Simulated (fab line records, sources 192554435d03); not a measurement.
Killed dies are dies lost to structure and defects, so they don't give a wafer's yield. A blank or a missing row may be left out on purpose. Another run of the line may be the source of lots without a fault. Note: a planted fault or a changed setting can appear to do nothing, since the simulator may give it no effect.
Which tool is to blame? :: flow n5-finfet :: 72 wafers from 24 lots sampled at 2 of the route's 1938 steps

## WHAT EACH GAUGE READ, for each wafer
N5_BEOL_M2_CD_MEAS_18: pitch 36 nm, target cd 18 nm.
lot: L074
measured: day 6 11:41
on: cd-sem-03
cd-nm (nm): 17.5 17.9 18.1

lot: L075
measured: day 6 22:49
on: cd-sem-03
cd-nm (nm): 17.2 17.7 18.0

lot: L076
measured: day 7 00:47
on: cd-sem-02
cd-nm (nm): 18.0 17.8 17.5

lot: L077
measured: day 7 19:29
on: cd-sem-01
cd-nm (nm): 17.8 17.8 18.1

lot: L078
measured: day 7 20:04
on: cd-sem-02
cd-nm (nm): 17.2 17.4 17.6

lot: L079
measured: day 7 20:46
on: cd-sem-02
cd-nm (nm): 17.9 17.8 17.9

lot: L080
measured: day 8 02:31
on: cd-sem-01
cd-nm (nm): 17.4 17.6 17.8

lot: L081
measured: day 8 06:25
on: cd-sem-03
cd-nm (nm): 17.8 17.3 17.8

lot: L082
measured: day 8 11:18
on: cd-sem-01
cd-nm (nm): 18.1 17.3 18.1

lot: L083
measured: day 9 02:43
on: cd-sem-02
cd-nm (nm): 17.8 18.8 18.0

lot: L085
measured: day 9 03:19
on: cd-sem-01
cd-nm (nm): 18.2 17.6 17.2

lot: L084
measured: day 9 10:35
on: cd-sem-01
cd-nm (nm): 17.7 17.8 17.2

lot: L086
measured: day 9 13:24
on: cd-sem-02
cd-nm (nm): 18.1 17.5 17.6

lot: L087
measured: day 9 19:27
on: cd-sem-02
cd-nm (nm): 18.0 18.2 17.9

lot: L090
measured: day 10 10:55
on: cd-sem-03
cd-nm (nm): 18.8 17.8 17.8

lot: L088
measured: day 10 14:19
on: cd-sem-02
cd-nm (nm): 17.8 17.6 17.5

lot: L089
measured: day 10 14:58
on: cd-sem-01
cd-nm (nm): 17.4 17.7 17.2

lot: L092
measured: day 10 23:00
on: cd-sem-02
cd-nm (nm): 17.6 18.3 17.4

lot: L091
measured: day 11 08:14
on: cd-sem-03
cd-nm (nm): 18.2 18.2 18.0

lot: L093
measured: day 11 16:20
on: cd-sem-03
cd-nm (nm): 17.8 17.9 17.8

lot: L094
measured: day 11 16:30
on: cd-sem-01
cd-nm (nm): 18.7 18.5 18.6

lot: L095
measured: day 11 23:07
on: cd-sem-01
cd-nm (nm): 18.4 17.9 18.4

lot: L096
measured: day 12 03:53
on: cd-sem-01
cd-nm (nm): 17.7 18.1 18.3

lot: L097
measured: day 12 11:00
on: cd-sem-02
cd-nm (nm): 17.8 18.1 17.4

N5_BEOL_M2_OVL_MEAS_29.
lot: L074
measured: day 6 12:02
on: overlay-01
V1_OVL (nm): -0.2 0.7 0.3

lot: L075
measured: day 6 23:18
on: overlay-01
V1_OVL (nm): -0.4 -0.1 -1.5

lot: L076
measured: day 7 01:08
on: overlay-01
V1_OVL (nm): 0.7 0.2 0.5

lot: L077
measured: day 7 19:50
on: overlay-01
V1_OVL (nm): 0.1 -0.8 0.8

lot: L078
measured: day 7 20:24
on: overlay-01
V1_OVL (nm): 1.6 1.0 0.4

lot: L079
measured: day 7 21:14
on: overlay-01
V1_OVL (nm): 1.2 1.7 1.0

lot: L080
measured: day 8 03:00
on: overlay-02
V1_OVL (nm): 0.0 0.1 0.9

lot: L081
measured: day 8 06:54
on: overlay-02
V1_OVL (nm): 2.0 -0.1 1.5

lot: L082
measured: day 8 11:47
on: overlay-02
V1_OVL (nm): 0.8 1.2 0.5

lot: L083
measured: day 9 03:04
on: overlay-01
V1_OVL (nm): -0.7 0.9 0.9

lot: L085
measured: day 9 03:41
on: overlay-02
V1_OVL (nm): -0.6 0.4 1.1

lot: L084
measured: day 9 11:04
on: overlay-02
V1_OVL (nm): -0.6 1.1 0.3

lot: L086
measured: day 9 13:53
on: overlay-01
V1_OVL (nm): -0.8 -0.7 -0.1

lot: L087
measured: day 9 19:49
on: overlay-01
V1_OVL (nm): -0.1 0.8 1.0

lot: L090
measured: day 10 11:23
on: overlay-01
V1_OVL (nm): 1.2 0.3 -0.1

lot: L088
measured: day 10 14:40
on: overlay-02
V1_OVL (nm): -0.9 0.7 0.6

lot: L089
measured: day 10 15:20
on: overlay-02
V1_OVL (nm): 1.5 0.6 1.5

lot: L092
measured: day 10 23:21
on: overlay-01
V1_OVL (nm): 0.4 0.8 0.7

lot: L091
measured: day 11 08:43
on: overlay-02
V1_OVL (nm): 0.6 0.3 0.9

lot: L093
measured: day 11 16:41
on: overlay-01
V1_OVL (nm): -0.5 -0.7 -0.8

lot: L094
measured: day 11 16:59
on: overlay-02
V1_OVL (nm): 1.0 -0.2 0.6

lot: L095
measured: day 11 23:35
on: overlay-02
V1_OVL (nm): 1.2 1.4 1.0

lot: L096
measured: day 12 04:17
on: overlay-01
V1_OVL (nm): 0.1 0.4 -0.1

lot: L097
measured: day 12 11:28
on: overlay-02
V1_OVL (nm): 1.5 0.6 0.2

## EACH LOT AND THE TOOL THAT RAN IT (in order: tool; ch and the chambers of the sampled wafers; start)
There is no process step in the record ahead of these readings.

## AS READ BY THE TOOLS THEMSELVES (means over the sampled wafers that have a number; for cases with no such wafer, the mark the record gives instead)
The record holds no such reading with a usual standard deviation.

## THE ANSWER, worked out from the rows above alone
Rule: the lots themselves supply what counts as usual. Put in order of their means at a reading, lots are off if they are a third of the lots or fewer, leave a main group of 4 or more, and stand apart from it by a gap of 3 or more times the standard deviation of the main group's means; of several such gaps the widest counts. The tables above print the reading to a certain number of digits; a main group whose means all agree to those digits is not used. A lot without any number at a reading at which 4 lots or more have one is off too. Any other lot the step has rows for is counted as sound. After the gauges, taken in route order, come the tools' own readings; for these a lot's mean is taken, as printed above. The first step at which some lot is off is used, and at that step the reading that is off furthest; a lot without a number counts as furthest.
No lot is off on any of the readings shown, so nothing can be concluded from this.

## WHAT THE SIMULATOR HAD PUT IN
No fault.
